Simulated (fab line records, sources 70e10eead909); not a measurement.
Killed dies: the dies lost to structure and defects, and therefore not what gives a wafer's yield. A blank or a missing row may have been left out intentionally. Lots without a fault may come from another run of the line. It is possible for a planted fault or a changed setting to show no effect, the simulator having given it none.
The tool behind it: which one? -- flow nandHarc -- 23 lots with 69 wafers sampled at 6 steps, on a route of 1302 steps

## WHAT THE GAUGES SHOWED, per wafer
Not one reading of a measure or inspect step in the record can be checked against a usual standard deviation.

## TOOL THAT RAN EACH LOT (tool first, then ch and the chambers of the sampled wafers, then the start)
lot,NHARC_P_GATE_HM_OPEN_105,NHARC_P_GATE_STRIP_113,NHARC_P_GATE_STRIP_95,NHARC_P_CONTACT_ETCH_35,NHARC_P_M0_DEGAS_28,NHARC_P_M0_CMP_23
L074,"rieDiel-06 ch 0,2,3, day 6 07:24 or earlier","plasmaAsher-01 ch 0,1, day 6 07:24","plasmaAsher-01 ch 0,1, day 6 08:07","rieDiel-09 ch 0,2,3, day 6 11:49","pvdSputter-02, day 6 16:52","cmp-01 ch 1,2,3, day 6 17:57"
L076,"rieDiel-06 ch 0,3, day 6 12:03 or earlier","plasmaAsher-01 ch 1, day 6 12:03","plasmaAsher-01 ch 1, day 6 12:40","rieDiel-12 ch 0,3, day 6 16:26","pvdSputter-02, day 6 21:22","cmp-03 ch 1,2, day 6 22:27"
L077,"rieDiel-06 ch 1,2,3, day 6 17:09 or earlier","plasmaAsher-02 ch 0,1, day 6 17:09","plasmaAsher-02 ch 0,1, day 6 17:52","rieDiel-12 ch 0,1,2, day 6 21:49","pvdSputter-01, day 7 03:34","cmp-03 ch 0,1,3, day 7 04:41"
L078,"rieDiel-04 ch 0,2,3, day 7 07:50 or earlier","plasmaAsher-01 ch 0,1, day 7 07:50","plasmaAsher-01 ch 0,1, day 7 08:33","rieDiel-12 ch 0,2, day 7 12:28","pvdSputter-03, day 7 17:32","cmp-01 ch 0,3, day 7 18:53"
L079,"rieDiel-06 ch 0,2, day 8 02:46 or earlier","plasmaAsher-02 ch 0,1, day 8 02:46","plasmaAsher-02 ch 0,1, day 8 03:29","rieDiel-09 ch 1,2,3, day 8 07:11","pvdSputter-02, day 8 12:16","cmp-04 ch 0,1,3, day 8 13:20"
L080,"rieDiel-08 ch 2,3, day 8 03:47 or earlier","plasmaAsher-02 ch 0,1, day 8 03:47","plasmaAsher-02 ch 0,1, day 8 04:17","rieDiel-10 ch 2,3, day 8 08:01","pvdSputter-01, day 8 13:10","cmp-03 ch 0,2, day 8 14:15"
L081,"rieDiel-04 ch 0,1,2, day 8 21:06 or earlier","plasmaAsher-01 ch 0,1, day 8 21:06","plasmaAsher-01 ch 0,1, day 8 21:49","rieDiel-12 ch 1,3, day 9 01:32","pvdSputter-02, day 9 06:41","cmp-03 ch 1,2,3, day 9 07:47"
L082,"rieDiel-04 ch 0,3, day 8 21:35 or earlier","plasmaAsher-02 ch 0,1, day 8 21:35","plasmaAsher-02 ch 0,1, day 8 22:19","rieDiel-09 ch 1,2,3, day 9 02:03","pvdSputter-03, day 9 07:06","cmp-01 ch 2,3, day 9 08:12"
L083,"rieDiel-08 ch 0,1, day 9 10:05 or earlier","plasmaAsher-01 ch 0,1, day 9 10:05","plasmaAsher-01 ch 0,1, day 9 10:35","rieDiel-09 ch 0,2, day 9 14:16","pvdSputter-01, day 9 19:18","cmp-03 ch 1,2,3, day 9 20:24"
L084,"rieDiel-08 ch 2,3, day 10 01:27 or earlier","plasmaAsher-02 ch 0,1, day 10 01:27","plasmaAsher-02 ch 0,1, day 10 01:57","rieDiel-09 ch 1,3, day 10 05:32","pvdSputter-03, day 10 10:37","cmp-01 ch 1,3, day 10 11:41"
L085,"rieDiel-06 ch 0,1, day 10 08:27 or earlier","plasmaAsher-01 ch 0,1, day 10 08:27","plasmaAsher-01 ch 0,1, day 10 08:57","rieDiel-09 ch 1,2, day 10 12:40","pvdSputter-03, day 10 17:55","cmp-03 ch 2,3, day 10 19:02"
L086,"rieDiel-04 ch 0,1,2, day 10 15:16 or earlier","plasmaAsher-02 ch 0,1, day 10 15:16","plasmaAsher-02 ch 0,1, day 10 15:52","rieDiel-10 ch 1,3, day 10 19:35","pvdSputter-03, day 11 00:37","cmp-04 ch 0,1, day 11 01:43"
L089,"rieDiel-06 ch 1,2,3, day 11 15:12 or earlier","plasmaAsher-01 ch 0,1, day 11 15:12","plasmaAsher-01 ch 0,1, day 11 15:55","rieDiel-10 ch 1,2,3, day 11 19:43","pvdSputter-01, day 12 01:14","cmp-04 ch 0,2,3, day 12 02:20"
L087,"rieDiel-04 ch 0,2,3, day 11 16:14 or earlier","plasmaAsher-01 ch 0,1, day 11 16:14","plasmaAsher-01 ch 0,1, day 11 16:50","rieDiel-09 ch 1,3, day 11 20:44","pvdSputter-03, day 12 01:54","cmp-01 ch 1,2,3, day 12 03:03"
L088,"rieDiel-06 ch 1,2, day 11 17:10 or earlier","plasmaAsher-01 ch 0,1, day 11 17:10","plasmaAsher-01 ch 0,1, day 11 17:53","rieDiel-12 ch 0,2, day 11 21:46","pvdSputter-01, day 12 02:50","cmp-04 ch 0,2,3, day 12 04:02"
L090,"rieDiel-08 ch 0,1,2, day 12 12:38 or earlier","plasmaAsher-01 ch 0,1, day 12 12:38","plasmaAsher-01 ch 0,1, day 12 13:22","rieDiel-12 ch 1,2,3, day 12 17:06","pvdSputter-01, day 12 22:12","cmp-04 ch 0,2,3, day 12 23:17"
L091,"rieDiel-08 ch 0,1,2, day 12 16:01 or earlier","plasmaAsher-01 ch 0,1, day 12 16:01","plasmaAsher-01 ch 0,1, day 12 16:37","rieDiel-09 ch 0,2, day 12 20:16","pvdSputter-03, day 13 01:08","cmp-04 ch 0,1,3, day 13 02:17"
L092,"rieDiel-04 ch 0,2, day 13 04:25 or earlier","plasmaAsher-02 ch 0,1, day 13 04:25","plasmaAsher-02 ch 0,1, day 13 05:08","rieDiel-09 ch 0,1,2, day 13 08:50","pvdSputter-01, day 13 13:50","cmp-03 ch 0,1,3, day 13 14:58"
L093,"rieDiel-06 ch 0,2,3, day 13 14:43 or earlier","plasmaAsher-02 ch 0,1, day 13 14:43","plasmaAsher-02 ch 0,1, day 13 15:26","rieDiel-09 ch 0,1,2, day 13 19:09","pvdSputter-02, day 14 00:09","cmp-03 ch 0,1,2, day 14 01:16"
L095,"rieDiel-08 ch 0,1,2, day 14 01:47 or earlier","plasmaAsher-02 ch 0,1, day 14 01:47","plasmaAsher-02 ch 0,1, day 14 02:23","rieDiel-10 ch 0,1, day 14 06:05","pvdSputter-01, day 14 11:04","cmp-01 ch 1,2, day 14 12:11"
L094,"rieDiel-04 ch 0,1,2, day 14 02:13 or earlier","plasmaAsher-01 ch 0,1, day 14 02:13","plasmaAsher-01 ch 0,1, day 14 02:56","rieDiel-12 ch 0,2,3, day 14 06:42","pvdSputter-03, day 14 11:42","cmp-04 ch 0,1,3, day 14 12:49"
L096,"rieDiel-08 ch 1,2,3, day 14 13:47 or earlier","plasmaAsher-01 ch 0,1, day 14 13:47","plasmaAsher-01 ch 0,1, day 14 14:24","rieDiel-09 ch 0,1,2, day 14 18:08","pvdSputter-01, day 14 23:08","cmp-01 ch 1,2, day 15 00:14"
L097,"rieDiel-06 ch 0,1, day 15 03:53 or earlier","plasmaAsher-01 ch 0,1, day 15 03:53","plasmaAsher-01 ch 0,1, day 15 04:35","rieDiel-09 ch 0,1,2, day 15 08:18","pvdSputter-01, day 15 13:50","cmp-04 ch 1,2,3, day 15 14:54"
- NHARC_P_GATE_HM_OPEN_105: chemistry O2/COS, target depth 360 nm.
- NHARC_P_GATE_STRIP_113: strips in N2/H2, time 740 s.
- NHARC_P_GATE_STRIP_95: strips in O2.
- NHARC_P_CONTACT_ETCH_35: etches the open film in CF4, target depth 39 nm, time 65 s.
- NHARC_P_M0_DEGAS_28: time 60 s.
- NHARC_P_M0_CMP_23: polishes, t overpolish 20 s, target thk 117.54 nm.

## AS READ BY THE TOOLS THEMSELVES (means over the sampled wafers that have a number; for cases with no such wafer, the mark the record gives instead)
NHARC_P_GATE_HM_OPEN_105. Usual: biasW 300.1 W, standard deviation 0.82; chamberPressureMTorr 19.999 mTorr, standard deviation 0.021; drypumpMotorCurrentA 5.7 A, standard deviation 0.45; oesProductAu 0.998 a.u., standard deviation 0.007; rfFwdPowerW 497.9 W, standard deviation 1.6; rfVppV 467.3 V, standard deviation 2.4; showerheadPlenumPTorr 3.13 Torr, standard deviation 0.1; throttleValvePct 28.330 %, standard deviation 0.0086.
lot,tool,biasW (W),chamberPressureMTorr (mTorr),drypumpMotorCurrentA (A),oesProductAu (a.u.),rfFwdPowerW (W),rfVppV (V),showerheadPlenumPTorr (Torr),throttleValvePct (%),flag
L074,rieDiel-06,300.5,20.025,5.5,0.996,497.1,468.8,3.17,28.331,
L076,rieDiel-06,299.6,19.980,5.2,0.995,497.3,467.0,3.12,28.325,
L077,rieDiel-06,300.3,19.994,5.9,1.004,498.5,468.3,3.21,28.334,
L078,rieDiel-04,299.4,20.006,5.6,0.999,495.1,467.3,3.15,28.329,
L079,rieDiel-06,299.2,19.994,5.1,1.002,499.9,467.2,3.11,28.329,
L080,rieDiel-08,300.7,19.972,5.7,1.003,499.5,464.9,3.04,28.337,
L081,rieDiel-04,300.1,19.981,5.9,0.999,498.7,466.7,3.09,28.336,
L082,rieDiel-04,300.5,20.003,5.4,0.989,497.4,468.5,3.16,28.326,
L083,rieDiel-08,300.4,20.020,5.6,0.997,496.2,466.6,3.12,28.321,
L084,rieDiel-08,299.5,20.013,5.7,0.997,498.3,465.2,3.04,28.325,
L085,rieDiel-06,300.2,20.008,5.2,1.001,497.9,466.4,3.10,28.330,
L086,rieDiel-04,299.5,19.998,5.9,0.990,499.4,467.1,3.09,28.337,
L089,rieDiel-06,299.5,20.015,6.0,0.999,497.4,469.0,3.20,28.333,
L087,rieDiel-04,300.2,19.993,5.5,0.998,497.8,467.6,3.15,28.333,
L088,rieDiel-06,299.6,19.996,5.9,0.999,497.8,468.6,3.19,28.330,
L090,rieDiel-08,300.3,19.993,5.6,1.001,498.2,466.6,3.11,28.336,
L091,rieDiel-08,300.0,20.003,5.6,1.007,496.3,467.6,3.10,28.325,
L092,rieDiel-04,300.1,19.990,5.7,0.997,498.1,465.7,3.06,28.331,
L093,rieDiel-06,300.0,20.008,5.5,1.003,499.4,468.0,3.16,28.329,
L095,rieDiel-08,299.7,19.987,5.6,0.997,497.7,466.0,3.10,28.335,
L094,rieDiel-04,299.6,20.005,5.9,0.994,498.3,465.4,3.09,28.329,
L096,rieDiel-08,299.5,20.001,5.7,0.998,497.7,465.2,3.05,28.332,
L097,rieDiel-06,300.6,20.010,5.1,0.994,498.5,466.3,3.09,28.335,

NHARC_P_GATE_STRIP_113. Usual: drypumpMotorCurrentA 6.02 A, standard deviation 0.22; heaterPowerW 93 W, standard deviation 5.8.
lot,tool,drypumpMotorCurrentA (A),heaterPowerW (W),flag
L074,plasmaAsher-01,5.85,96,
L076,plasmaAsher-01,5.88,96,
L077,plasmaAsher-02,6.29,87,
L078,plasmaAsher-01,5.86,97,
L079,plasmaAsher-02,6.16,90,
L080,plasmaAsher-02,6.18,91,
L081,plasmaAsher-01,5.87,98,
L082,plasmaAsher-02,6.18,89,
L083,plasmaAsher-01,5.86,97,
L084,plasmaAsher-02,6.16,89,
L085,plasmaAsher-01,5.84,97,
L086,plasmaAsher-02,6.18,90,
L089,plasmaAsher-01,5.86,97,
L087,plasmaAsher-01,5.85,97,
L088,plasmaAsher-01,5.86,99,
L090,plasmaAsher-01,5.85,97,
L091,plasmaAsher-01,5.87,98,
L092,plasmaAsher-02,6.19,87,
L093,plasmaAsher-02,6.18,87,
L095,plasmaAsher-02,6.29,86,
L094,plasmaAsher-01,5.84,96,
L096,plasmaAsher-01,5.85,96,
L097,plasmaAsher-01,5.84,96,

NHARC_P_GATE_STRIP_95. Usual: drypumpMotorCurrentA 6.01 A, standard deviation 0.22; heaterPowerW 349 W, standard deviation 21.
lot,tool,drypumpMotorCurrentA (A),heaterPowerW (W),flag
L074,plasmaAsher-01,5.85,368,
L076,plasmaAsher-01,5.86,353,
L077,plasmaAsher-02,6.28,326,
L078,plasmaAsher-01,5.86,360,
L079,plasmaAsher-02,6.19,338,
L080,plasmaAsher-02,6.16,337,
L081,plasmaAsher-01,5.84,367,
L082,plasmaAsher-02,6.18,330,
L083,plasmaAsher-01,5.85,360,
L084,plasmaAsher-02,6.17,336,
L085,plasmaAsher-01,5.86,369,
L086,plasmaAsher-02,6.18,335,
L089,plasmaAsher-01,5.85,368,
L087,plasmaAsher-01,5.85,366,
L088,plasmaAsher-01,5.87,364,
L090,plasmaAsher-01,5.84,360,
L091,plasmaAsher-01,5.85,362,
L092,plasmaAsher-02,6.20,326,
L093,plasmaAsher-02,6.17,328,
L095,plasmaAsher-02,6.27,320,
L094,plasmaAsher-01,5.86,361,
L096,plasmaAsher-01,5.84,357,
L097,plasmaAsher-01,5.85,359,

NHARC_P_CONTACT_ETCH_35. Usual: biasW 100.0 W, standard deviation 0.31; chamberPressureMTorr 50.00 mTorr, standard deviation 0.045; drypumpMotorCurrentA 6.0 A, standard deviation 0.42; oesProductAu 1.002 a.u., standard deviation 0.0068; rfFwdPowerW 297.4 W, standard deviation 1.2; rfVppV 151.5 V, standard deviation 1.2; showerheadPlenumPTorr 1.80 Torr, standard deviation 0.077; throttleValvePct 13.284 %, standard deviation 0.0087.
lot,tool,biasW (W),chamberPressureMTorr (mTorr),drypumpMotorCurrentA (A),oesProductAu (a.u.),rfFwdPowerW (W),rfVppV (V),showerheadPlenumPTorr (Torr),throttleValvePct (%),flag
L074,rieDiel-09,100.0,50.00,6.3,1.006,298.2,151.6,1.81,13.283,
L076,rieDiel-12,100.1,49.96,6.0,1.003,297.7,150.2,1.70,13.269,
L077,rieDiel-12,99.9,49.99,6.0,1.000,297.7,151.2,1.80,13.286,
L078,rieDiel-12,100.2,49.98,5.8,1.004,298.2,152.8,1.81,13.288,
L079,rieDiel-09,100.1,49.95,6.3,1.000,297.8,151.8,1.84,13.273,
L080,rieDiel-10,99.8,50.04,4.9,0.998,297.9,150.6,1.68,13.284,
L081,rieDiel-12,99.7,50.01,6.0,0.995,296.7,151.3,1.76,13.289,
L082,rieDiel-09,100.1,50.04,6.3,1.001,296.1,152.0,1.84,13.284,
L083,rieDiel-09,99.9,50.00,6.4,1.009,297.9,151.9,1.81,13.288,
L084,rieDiel-09,99.9,49.98,6.1,1.002,296.5,151.4,1.80,13.288,
L085,rieDiel-09,99.9,49.98,6.3,1.002,296.0,153.4,1.88,13.284,
L086,rieDiel-10,100.3,50.02,5.5,1.005,297.5,150.0,1.73,13.282,
L089,rieDiel-10,99.8,50.03,5.3,1.003,298.3,150.8,1.71,13.274,
L087,rieDiel-09,100.0,50.01,6.1,1.001,297.8,152.3,1.80,13.278,
L088,rieDiel-12,100.1,49.99,5.9,0.988,298.0,151.3,1.81,13.290,
L090,rieDiel-12,100.3,49.99,5.9,0.999,297.1,151.6,1.81,13.284,
L091,rieDiel-09,100.1,49.98,6.4,0.996,297.9,151.7,1.81,13.281,
L092,rieDiel-09,100.3,49.98,6.4,1.001,298.3,151.8,1.85,13.282,
L093,rieDiel-09,99.7,50.03,6.4,1.005,298.2,152.5,1.85,13.288,
L095,rieDiel-10,99.9,49.98,6.1,1.006,296.6,150.7,1.82,13.287,
L094,rieDiel-12,100.0,50.02,5.9,1.003,297.2,149.9,1.76,13.292,
L096,rieDiel-09,100.2,50.00,6.4,1.008,297.8,151.5,1.85,13.282,
L097,rieDiel-09,99.8,50.03,6.4,1.006,297.3,152.0,1.85,13.277,

NHARC_P_M0_DEGAS_28. Usual: heaterPowerW reads 328 W (standard deviation 33).
lot,tool,heaterPowerW (W),flag
L074,pvdSputter-02,314,
L076,pvdSputter-02,320,
L077,pvdSputter-01,319,
L078,pvdSputter-03,321,
L079,pvdSputter-02,298,
L080,pvdSputter-01,320,
L081,pvdSputter-02,315,
L082,pvdSputter-03,322,
L083,pvdSputter-01,350,
L084,pvdSputter-03,319,
L085,pvdSputter-03,331,
L086,pvdSputter-03,318,
L089,pvdSputter-01,350,
L087,pvdSputter-03,313,
L088,pvdSputter-01,341,
L090,pvdSputter-01,330,
L091,pvdSputter-03,316,
L092,pvdSputter-01,330,
L093,pvdSputter-02,327,
L095,pvdSputter-01,363,
L094,pvdSputter-03,314,
L096,pvdSputter-01,339,
L097,pvdSputter-01,354,

NHARC_P_M0_CMP_23. Usual: motorCurrentA 10.8 A, standard deviation 1; timeToEndpointS 29.2 s, standard deviation 2.1.
lot,tool,motorCurrentA (A),timeToEndpointS (s),flag
L074,cmp-01,10.2,26.9,
L076,cmp-03,11.7,28.3,
L077,cmp-03,11.6,30.7,
L078,cmp-01,10.6,29.4,
L079,cmp-04,10.6,28.6,
L080,cmp-03,10.3,26.6,
L081,cmp-03,11.0,30.4,
L082,cmp-01,10.5,30.8,
L083,cmp-03,11.2,26.4,
L084,cmp-01,10.8,30.1,
L085,cmp-03,10.4,29.4,
L086,cmp-04,9.4,33.4,
L089,cmp-04,11.1,29.9,
L087,cmp-01,10.6,29.4,
L088,cmp-04,11.1,29.5,
L090,cmp-04,11.1,31.4,
L091,cmp-04,10.1,29.7,
L092,cmp-03,11.5,27.6,
L093,cmp-03,11.2,29.0,
L095,cmp-01,10.2,27.9,
L094,cmp-04,10.4,29.2,
L096,cmp-01,10.5,26.4,
L097,cmp-04,11.0,28.0,

## THE ANSWER, worked out from the rows above alone
Rule: lot off if the mean of its wafers having a number is beyond 3 standard deviations from the usual mean. A lot without any number at a reading at which 4 lots or more have one is off too. Any other lot the step has rows for is counted as sound. The gauges are gone through in route order, then the tools' own readings, and for those a lot's mean is taken as printed above. At the first step where some lot is off, the reading lying furthest off is the one used; lots without a number count as furthest.
Across all readings shown, no lot is off: no conclusion can be drawn from this.

## WHAT THE SIMULATOR HAD INSERTED
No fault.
